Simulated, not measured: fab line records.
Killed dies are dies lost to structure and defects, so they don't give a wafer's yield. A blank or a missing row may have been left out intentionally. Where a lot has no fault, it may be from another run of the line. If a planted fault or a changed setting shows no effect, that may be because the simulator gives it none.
fab line records	flow nandHarc
record: lots: 24	wafers: 72	lastDay: 33
route steps=1302 shown A_CONTACT@983
lots untouched by any fault: they come from a run of this same line in which no faults occurred
startH: hours from the record's first day to the start of the lot's first wafer shown	waitH: hours from the lot's prior step to this one	" unchanged from the row above	L1.1+2: one row covering several wafers at once	- either no value or no given start	* or withheld: withheld	< > ~ a bound
route shown NAME@n: NAME is a module with steps in the file, n the number in the route of the first one	usual: mean/standard deviation taken from wafers without a fault	same: alike in all rows	chamber/n: place in a boat	sites: readings site by site	_std_site: standard deviation across them	_edge_site: the outer-site mean with the inner-site mean subtracted	radiusMm: for every site, how far away it sits from the centre of the wafer	mask NAME#n: copy n	behind: the most recent tool/chamber to have shaped the wafer	hold: the reason the lot was held/the length of the hold in hours/how it ended	device: the n, p or np transistor that did not switch	end of line: tests of these same wafers at the route's end	a step without rows: its recipe alone	killed: the dies lost at the first sort to structure and to defects; this is not the yield of the wafer	map: dies across one wafer; x = killed, . = not, _ = none there
set.NAME: the run value of the setting; set.NAME@STEP: its run value at that earlier step	model.NAME: the simulator's own value behind a step, which no gauge read
steps of the route over a sample of lots; a table a step, a row a wafer
services: when a tool's chamber went out of use (startH, in hours from the record's first day, below 0 if earlier), for how many hours, and the reason
== steps ==
step: NHARC_A_CONTACT_DEP_24
recipe: targetThkA: 5000	tempC: 400	pressureTorr: 6.5	rfW: 900	teosFlowSccm: 161.4	flowSccm: 2650	targetThkNm: 500	gas: O2	material: SiO2
usual: heaterPowerW: 579/77	throttleValvePct: 16.0/0.8
lot.wafer	tool	chamber	startH	waitH	heaterPowerW	throttleValvePct
L076.1	pecvd-03	1	500.23	0.1	570	16.1
L076.3	"	2	"	"	603	15.9
L076.4	"	0	"	"	587	15.9
L075.6	pecvd-04	0	500.36	0.2	593	17.1
L075.5	"	1	"	"	492	14.7
L075.4	"	2	"	"	682	16.3
L077.3	pecvd-03	0	504.92	0.1	588	16.3
L077.6	"	0	"	"	432	16.1
L077.5	"	1	"	"	671	16.1
L074.1	pecvd-04	0	509.94	0.1	462	17.2
L074.5	"	2	"	"	519	16.9
L074.6	"	0	"	"	504	17.1
L078.1	pecvd-01	1	517.78	0.2	651	15.7
L078.4	"	2	"	"	670	16.0
L078.5	"	1	"	"	522	15.8
L079.3	pecvd-04	1	527.74	0.1	449	14.6
L079.6	"	2	"	"	669	16.5
L079.4	"	0	"	"	587	17.3
L080.1	pecvd-03	1	527.74	0.1	700	16.3
L080.6	"	1	"	"	721	16.2
L080.5	"	2	"	"	487	16.0
L081.2	pecvd-03	1	546.29	0.1	713	16.2
L081.1	"	0	"	"	504	16.2
L081.5	"	2	"	"	599	16.0
L082.3	pecvd-04	2	557.68	0.1	636	16.5
L082.1	"	0	"	"	467	17.2
L082.6	"	2	"	"	678	16.7
L083.1	pecvd-04	1	570.62	0.1	480	15.0
L083.3	"	2	"	"	655	16.5
L083.4	"	1	"	"	497	14.7
L086.2	pecvd-01	1	582.69	0.1	546	15.8
L086.5	"	1	"	"	584	15.6
L086.6	"	2	"	"	641	15.9
L084.1	pecvd-03	0	582.69	0.1	562	16.1
L084.2	"	1	"	"	575	16.2
L084.3	"	2	"	"	523	15.7
L085.3	pecvd-03	1	588.03	0.1	689	15.7
L085.5	"	0	"	"	606	16.2
L085.6	"	1	"	"	710	16.1
L087.3	pecvd-01	2	602.65	0.1	627	15.9
L087.5	"	1	"	"	503	15.8
L087.4	"	2	"	"	651	16.3
L089.2	pecvd-04	0	624.43	0.1	587	17.2
L089.1	"	1	"	"	474	14.7
L089.4	"	0	"	"	598	17.4
L088.2	pecvd-04	0	627.32	0.1	544	17.4
L088.5	"	0	"	"	578	17.6
L088.6	"	2	"	"	601	16.6
L091.2	pecvd-03	0	640.58	0.1	556	16.0
L091.3	"	2	"	"	475	15.9
L091.4	"	2	"	"	517	15.8
L090.2	pecvd-01	0	640.76	0.1	748	15.3
L090.1	"	1	"	"	672	15.8
L090.4	"	0	"	"	776	15.1
L092.3	pecvd-03	0	658.40	0.1	597	16.2
L092.1	"	1	"	"	701	16.4
L092.6	"	0	"	"	461	16.5
L093.5	pecvd-04	1	662.37	0.3	483	14.4
L093.6	"	2	"	"	498	16.5
L093.4	"	0	"	"	595	16.8
L094.2	pecvd-03	2	689.34	0.1	558	15.8
L094.1	"	1	"	"	555	16.3
L094.4	"	0	"	"	595	16.3
L095.3	pecvd-04	1	689.40	0.1	495	14.3
L095.1	"	0	"	"	617	17.0
L095.4	"	1	"	"	514	14.3
L096.3	pecvd-04	2	692.49	0.1	624	16.4
L096.1	"	0	"	"	568	17.0
L096.5	"	0	"	"	601	17.0
L097.3	pecvd-04	1	713.30	0.1	523	14.7
L097.4	"	1	"	"	549	14.5
L097.5	"	2	"	"	648	16.6
step: NHARC_A_CONTACT_CD_MEAS_42
recipe: targetCdNm: 300	landingEnergyEv: 500
usual: cdNm: 300.2/0.5
lot.wafer	tool	chamber	startH	waitH	cdNm
L076.1	cdSem-01	0	505.62	-	300.0
L076.3	"	0	"	"	300.1
L076.4	"	0	"	"	300.7
L075.4	cdSem-01	0	505.82	-	300.3
L075.5	"	0	"	"	300.1
L075.6	"	0	"	"	300.3
L077.3	cdSem-02	0	510.54	-	301.1
L077.5	"	0	"	"	301.0
L077.6	"	0	"	"	299.7
L074.1	cdSem-01	0	515.41	-	300.0
L074.5	"	0	"	"	299.9
L074.6	"	0	"	"	300.3
L078.1	cdSem-01	0	523.50	-	300.0
L078.4	"	0	"	"	299.8
L078.5	"	0	"	"	299.2
L079.3	cdSem-03	0	533.32	-	299.4
L079.4	"	0	"	"	300.4
L079.6	"	0	"	"	300.1
L080.1	cdSem-01	0	533.69	-	301.0
L080.5	"	0	"	"	299.8
L080.6	"	0	"	"	300.5
L081.1	cdSem-01	0	554.02	-	299.9
L081.2	"	0	"	"	300.7
L081.5	"	0	"	"	299.5
L082.1	cdSem-03	0	563.83	-	299.6
L082.3	"	0	"	"	300.4
L082.6	"	0	"	"	300.6
L083.1	cdSem-01	0	576.22	-	300.8
L083.3	"	0	"	"	300.7
L083.4	"	0	"	"	300.9
L084.1	cdSem-01	0	588.30	-	300.2
L084.2	"	0	"	"	301.4
L084.3	"	0	"	"	299.5
L086.2	cdSem-01	0	588.50	-	300.9
L086.5	"	0	"	"	299.8
L086.6	"	0	"	"	300.1
L085.3	cdSem-01	0	596.49	-	300.0
L085.5	"	0	"	"	299.9
L085.6	"	0	"	"	299.9
L087.3	cdSem-02	0	608.53	-	299.5
L087.4	"	0	"	"	300.7
L087.5	"	0	"	"	299.9
L089.1	cdSem-01	0	631.95	-	300.8
L089.2	"	0	"	"	300.8
L089.4	"	0	"	"	300.1
L088.2	cdSem-02	0	632.96	-	300.2
L088.5	"	0	"	"	299.8
L088.6	"	0	"	"	300.5
L091.2	cdSem-03	0	646.26	-	300.7
L091.3	"	0	"	"	299.5
L091.4	"	0	"	"	300.2
L090.1	cdSem-01	0	646.41	-	299.6
L090.2	"	0	"	"	300.4
L090.4	"	0	"	"	299.9
L092.1	cdSem-02	0	664.80	-	300.1
L092.3	"	0	"	"	300.9
L092.6	"	0	"	"	300.6
L093.4	cdSem-03	0	668.11	-	300.4
L093.5	"	0	"	"	300.7
L093.6	"	0	"	"	300.9
L094.1	cdSem-02	0	694.96	-	301.3
L094.2	"	0	"	"	300.9
L094.4	"	0	"	"	301.2
L095.1	cdSem-02	0	697.00	-	300.6
L095.3	"	0	"	"	300.0
L095.4	"	0	"	"	299.8
L096.1	cdSem-02	0	701.10	-	300.8
L096.3	"	0	"	"	301.1
L096.5	"	0	"	"	300.7
L097.3	cdSem-02	0	718.77	-	299.5
L097.4	"	0	"	"	300.1
L097.5	"	0	"	"	300.8
step: NHARC_A_CONTACT_INSPECT_44
usual: rawDefectCount: 80/37
lot.wafer	tool	chamber	startH	waitH	rawDefectCount
L076.1	defectInspect-01	-	505.74	0.0	13
L076.3	"	-	"	"	20
L076.4	"	-	"	"	15
L075.4	defectInspect-02	-	505.94	0.0	94
L075.5	"	-	"	"	83
L075.6	"	-	"	"	100
L077.3	defectInspect-01	-	510.66	0.0	118
L077.5	"	-	"	"	125
L077.6	"	-	"	"	108
L074.1	defectInspect-02	-	515.54	0.0	102
L074.5	"	-	"	"	90
L074.6	"	-	"	"	107
L078.1	defectInspect-01	-	523.63	0.0	16
L078.4	"	-	"	"	19
L078.5	"	-	"	"	20
L079.3	defectInspect-01	-	533.44	0.0	168
L079.4	"	-	"	"	154
L079.6	"	-	"	"	152
L080.1	defectInspect-02	-	533.81	0.0	16
L080.5	"	-	"	"	16
L080.6	"	-	"	"	17
L081.1	defectInspect-02	-	554.15	0.0	77
L081.2	"	-	"	"	83
L081.5	"	-	"	"	96
L082.1	defectInspect-01	-	563.96	0.0	109
L082.3	"	-	"	"	99
L082.6	"	-	"	"	127
L083.1	defectInspect-01	-	576.34	0.0	83
L083.3	"	-	"	"	73
L083.4	"	-	"	"	94
L084.1	defectInspect-02	-	588.42	0.0	75
L084.2	"	-	"	"	76
L084.3	"	-	"	"	88
L086.2	defectInspect-01	-	588.62	0.0	68
L086.5	"	-	"	"	69
L086.6	"	-	"	"	71
L085.3	defectInspect-02	-	596.61	0.0	85
L085.5	"	-	"	"	110
L085.6	"	-	"	"	91
L087.3	defectInspect-02	-	608.65	0.0	26
L087.4	"	-	"	"	21
L087.5	"	-	"	"	26
L089.1	defectInspect-02	-	632.07	0.0	97
L089.2	"	-	"	"	93
L089.4	"	-	"	"	95
L088.2	defectInspect-02	-	633.08	0.0	61
L088.5	"	-	"	"	67
L088.6	"	-	"	"	71
L091.2	defectInspect-02	-	646.38	0.0	153
L091.3	"	-	"	"	135
L091.4	"	-	"	"	162
L090.1	defectInspect-01	-	646.53	0.0	54
L090.2	"	-	"	"	54
L090.4	"	-	"	"	48
L092.1	defectInspect-01	-	664.93	0.0	82
L092.3	"	-	"	"	69
L092.6	"	-	"	"	71
L093.4	defectInspect-01	-	668.23	0.0	118
L093.5	"	-	"	"	107
L093.6	"	-	"	"	104
L094.1	defectInspect-02	-	695.08	0.0	94
L094.2	"	-	"	"	106
L094.4	"	-	"	"	113
L095.1	defectInspect-02	-	697.12	0.0	84
L095.3	"	-	"	"	88
L095.4	"	-	"	"	73
L096.1	defectInspect-01	-	701.23	0.0	84
L096.3	"	-	"	"	89
L096.5	"	-	"	"	81
L097.3	defectInspect-01	-	718.89	0.0	63
L097.4	"	-	"	"	55
L097.5	"	-	"	"	58
step: NHARC_A_CONTACT_ETCH_114
recipe: sourceW: withheld	pressureMtorr: 20	biasV: 3000	timeS: 190	targetDepthA: 18500	arFlowSccm: withheld	c4f8FlowSccm: withheld	o2FlowSccm: withheld	chemistry: C4F8/O2/Ar
lot.wafer	tool	chamber	startH	waitH	rfHoursCounterH
L076.1	harCapEtch-03	0	508.35	0.2	38
L076.4	"	0	"	"	-
L076.3	"	1	"	"	-
L075.4	harCapEtch-02	0	508.52	0.1	-
L075.6	"	1	"	"	-
L075.5	"	0	"	"	-
L077.3	harCapEtch-02	1	513.20	0.1	-
L077.5	"	1	"	"	-
L077.6	"	0	"	"	-
L074.1	harCapEtch-01	0	518.28	0.2	0
L074.5	"	1	"	"	-
L074.6	"	0	"	"	-
L078.1	harCapEtch-01	1	526.66	0.2	3
L078.4	"	0	"	"	-
L078.5	"	1	"	"	-
L079.3	harCapEtch-02	0	536.18	0.1	-
L079.4	"	1	"	"	-
L079.6	"	1	"	"	-
L080.1	harCapEtch-01	0	537.03	0.1	7
L080.5	"	1	"	"	-
L080.6	"	0	"	"	-
L081.2	harCapEtch-01	0	556.58	0.1	11
L081.1	"	1	"	"	11
L081.5	"	0	"	"	-
L082.1	harCapEtch-03	0	566.42	0.1	51
L082.3	"	1	"	"	-
L082.6	"	1	"	"	-
L083.1	harCapEtch-02	1	579.18	0.1	101
L083.4	"	0	"	"	-
L083.3	"	1	"	"	-
L084.2	harCapEtch-02	1	590.86	0.1	103
L084.1	"	0	"	"	103
L084.3	"	0	"	"	-
L086.2	harCapEtch-01	1	591.09	0.1	16
L086.6	"	1	"	"	-
L086.5	"	0	"	"	-
L085.3	harCapEtch-02	1	599.08	0.1	-
L085.6	"	1	"	"	-
L085.5	"	0	"	"	-
L087.3	harCapEtch-01	1	611.75	0.1	-
L087.4	"	0	"	"	-
L087.5	"	0	"	"	-
L089.2	harCapEtch-02	0	634.51	0.1	110
L089.1	"	1	"	"	110
L089.4	"	1	"	"	-
L088.2	harCapEtch-03	1	635.54	0.1	63
L088.5	"	0	"	"	-
L088.6	"	1	"	"	-
L091.2	harCapEtch-03	0	649.12	0.1	66
L091.3	"	1	"	"	-
L091.4	"	0	"	"	-
L090.2	harCapEtch-01	1	649.95	0.1	27
L090.1	"	0	"	"	27
L090.4	"	1	"	"	-
L092.1	harCapEtch-03	1	667.96	0.2	69
L092.3	"	1	"	"	-
L092.6	"	1	"	"	-
L093.4	harCapEtch-01	1	670.71	0.1	-
L093.5	"	1	"	"	-
L093.6	"	0	"	"	-
L094.1	harCapEtch-03	1	697.51	0.1	74
L094.2	"	0	"	"	74
L094.4	"	0	"	"	-
L095.1	harCapEtch-01	1	699.54	0.1	35
L095.4	"	1	"	"	-
L095.3	"	0	"	"	-
L096.1	harCapEtch-02	1	703.84	0.2	122
L096.3	"	1	"	"	-
L096.5	"	1	"	"	-
L097.3	harCapEtch-03	0	721.72	0.1	-
L097.4	"	1	"	"	-
L097.5	"	1	"	"	-
step: NHARC_A_CONTACT_ETCH_117
recipe: sourceW: withheld	pressureMtorr: 20	biasV: 3000	timeS: 190	targetDepthA: 18500	arFlowSccm: withheld	c4f8FlowSccm: withheld	o2FlowSccm: withheld	chemistry: C4F8/O2/Ar
lot.wafer	tool	chamber	startH	waitH	rfHoursCounterH
L076.1	harCapEtch-03	0	509.03	0.2	39
L076.4	"	0	"	"	-
L076.3	"	1	"	"	-
L075.4	harCapEtch-02	0	509.04	0.1	-
L075.6	"	1	"	"	-
L075.5	"	0	"	"	-
L077.3	harCapEtch-02	1	513.72	0.1	-
L077.5	"	1	"	"	-
L077.6	"	0	"	"	-
L074.1	harCapEtch-01	0	518.97	0.2	1
L074.5	"	1	"	"	-
L074.6	"	0	"	"	-
L078.1	harCapEtch-01	1	527.34	0.2	3
L078.4	"	0	"	"	-
L078.5	"	1	"	"	-
L079.3	harCapEtch-02	0	536.69	0.1	-
L079.4	"	1	"	"	-
L079.6	"	1	"	"	-
L080.1	harCapEtch-01	0	537.54	0.1	7
L080.5	"	1	"	"	-
L080.6	"	0	"	"	-
L081.2	harCapEtch-01	0	557.09	0.1	11
L081.1	"	1	"	"	11
L081.5	"	0	"	"	-
L082.1	harCapEtch-03	0	566.93	0.1	52
L082.3	"	1	"	"	-
L082.6	"	1	"	"	-
L083.1	harCapEtch-02	1	579.70	0.1	101
L083.4	"	0	"	"	-
L083.3	"	1	"	"	-
L084.2	harCapEtch-02	1	591.37	0.1	103
L084.1	"	0	"	"	103
L084.3	"	0	"	"	-
L086.2	harCapEtch-01	1	591.60	0.1	16
L086.6	"	1	"	"	-
L086.5	"	0	"	"	-
L085.3	harCapEtch-02	1	599.58	0.1	-
L085.6	"	1	"	"	-
L085.5	"	0	"	"	-
L087.3	harCapEtch-01	1	612.26	0.1	-
L087.4	"	0	"	"	-
L087.5	"	0	"	"	-
L089.2	harCapEtch-02	0	635.02	0.1	111
L089.1	"	1	"	"	111
L089.4	"	1	"	"	-
L088.2	harCapEtch-03	1	636.05	0.1	64
L088.5	"	0	"	"	-
L088.6	"	1	"	"	-
L091.2	harCapEtch-03	0	649.63	0.1	66
L091.3	"	1	"	"	-
L091.4	"	0	"	"	-
L090.2	harCapEtch-01	1	650.47	0.1	28
L090.1	"	0	"	"	28
L090.4	"	1	"	"	-
L092.1	harCapEtch-03	1	668.64	0.2	70
L092.3	"	1	"	"	-
L092.6	"	1	"	"	-
L093.4	harCapEtch-01	1	671.22	0.1	-
L093.5	"	1	"	"	-
L093.6	"	0	"	"	-
L094.1	harCapEtch-03	1	698.02	0.1	75
L094.2	"	0	"	"	75
L094.4	"	0	"	"	-
L095.1	harCapEtch-01	1	700.06	0.1	36
L095.4	"	1	"	"	-
L095.3	"	0	"	"	-
L096.1	harCapEtch-02	1	704.52	0.2	122
L096.3	"	1	"	"	-
L096.5	"	1	"	"	-
L097.3	harCapEtch-03	0	722.23	0.1	-
L097.4	"	1	"	"	-
L097.5	"	1	"	"	-
step: NHARC_A_CONTACT_ETCH_123
recipe: sourceW: withheld	pressureMtorr: 20	biasV: 400	timeS: 490	targetDepthA: 21100	arFlowSccm: withheld	c4f8FlowSccm: 11.5	o2FlowSccm: 7.2	chemistry: C4F8/O2/Ar
lot.wafer	tool	chamber	startH	waitH	rfHoursCounterH
L076.1	harCapEtch-03	0	510.05	0.1	40
L076.4	"	0	"	"	-
L076.3	"	1	"	"	-
L075.4	harCapEtch-02	0	510.23	0.3	-
L075.6	"	1	"	"	-
L075.5	"	0	"	"	-
L077.3	harCapEtch-02	1	514.86	0.3	-
L077.5	"	1	"	"	-
L077.6	"	0	"	"	-
L074.1	harCapEtch-01	0	520.41	0.3	2
L074.5	"	1	"	"	-
L074.6	"	0	"	"	-
L078.1	harCapEtch-01	1	528.79	0.3	4
L078.4	"	0	"	"	-
L078.5	"	1	"	"	-
L079.3	harCapEtch-02	0	537.83	0.3	-
L079.4	"	1	"	"	-
L079.6	"	1	"	"	-
L080.1	harCapEtch-01	0	538.63	0.2	8
L080.5	"	1	"	"	-
L080.6	"	0	"	"	-
L081.2	harCapEtch-01	0	558.12	0.1	12
L081.1	"	1	"	"	12
L081.5	"	0	"	"	-
L082.1	harCapEtch-03	0	568.02	0.2	53
L082.3	"	1	"	"	-
L082.6	"	1	"	"	-
L083.1	harCapEtch-02	1	580.78	0.2	102
L083.4	"	0	"	"	-
L083.3	"	1	"	"	-
L084.2	harCapEtch-02	1	592.40	0.1	104
L084.1	"	0	"	"	104
L084.3	"	0	"	"	-
L086.2	harCapEtch-01	1	592.62	0.1	17
L086.6	"	1	"	"	-
L086.5	"	0	"	"	-
L085.3	harCapEtch-02	1	600.73	0.3	-
L085.6	"	1	"	"	-
L085.5	"	0	"	"	-
L087.3	harCapEtch-01	1	613.40	0.3	-
L087.4	"	0	"	"	-
L087.5	"	0	"	"	-
L089.2	harCapEtch-02	0	636.05	0.1	112
L089.1	"	1	"	"	112
L089.4	"	1	"	"	-
L088.2	harCapEtch-03	1	637.13	0.2	65
L088.5	"	0	"	"	-
L088.6	"	1	"	"	-
L091.2	harCapEtch-03	0	650.72	0.2	67
L091.3	"	1	"	"	-
L091.4	"	0	"	"	-
L090.2	harCapEtch-01	1	651.49	0.1	29
L090.1	"	0	"	"	29
L090.4	"	1	"	"	-
L092.1	harCapEtch-03	1	670.08	0.3	71
L092.3	"	1	"	"	-
L092.6	"	1	"	"	-
L093.4	harCapEtch-01	1	672.36	0.3	-
L093.5	"	1	"	"	-
L093.6	"	0	"	"	-
L094.1	harCapEtch-03	1	699.04	0.1	76
L094.2	"	0	"	"	76
L094.4	"	0	"	"	-
L095.1	harCapEtch-01	1	701.08	0.1	37
L095.4	"	1	"	"	-
L095.3	"	0	"	"	-
L096.1	harCapEtch-02	1	705.90	0.2	123
L096.3	"	1	"	"	-
L096.5	"	1	"	"	-
L097.3	harCapEtch-03	0	723.37	0.3	-
L097.4	"	1	"	"	-
L097.5	"	1	"	"	-
== services ==
tool	chamber	startH	hours	kind
pecvd-01	-	492.30	13.0	pm
harCapEtch-01	-	498.15	17.0	pm
harCapEtch-01	0	498.15	17.0	ventCycle
harCapEtch-01	1	498.15	17.0	ventCycle
pecvd-01	1	511.45	3.5	repair
harCapEtch-01	0	515.15	-	clean
harCapEtch-01	1	515.15	-	clean
pecvd-03	-	547.16	13.0	pm
pecvd-03	0	547.16	13.0	ventCycle
pecvd-03	1	547.16	13.0	ventCycle
pecvd-03	2	547.16	13.0	ventCycle
pecvd-03	0	560.16	-	clean
pecvd-01	-	592.65	5.9	repair
pecvd-01	1	625.14	10.8	repair
pecvd-04	-	631.00	13.0	pm
pecvd-04	0	631.00	13.0	ventCycle
pecvd-04	1	631.00	13.0	ventCycle
pecvd-04	2	631.00	13.0	ventCycle
pecvd-04	0	644.00	-	clean
pecvd-04	1	644.00	-	clean
pecvd-04	2	644.00	-	clean
pecvd-04	0	667.57	7.7	repair
pecvd-01	-	673.38	13.0	pm
pecvd-03	1	697.70	5.4	repair
== key ==
fault none
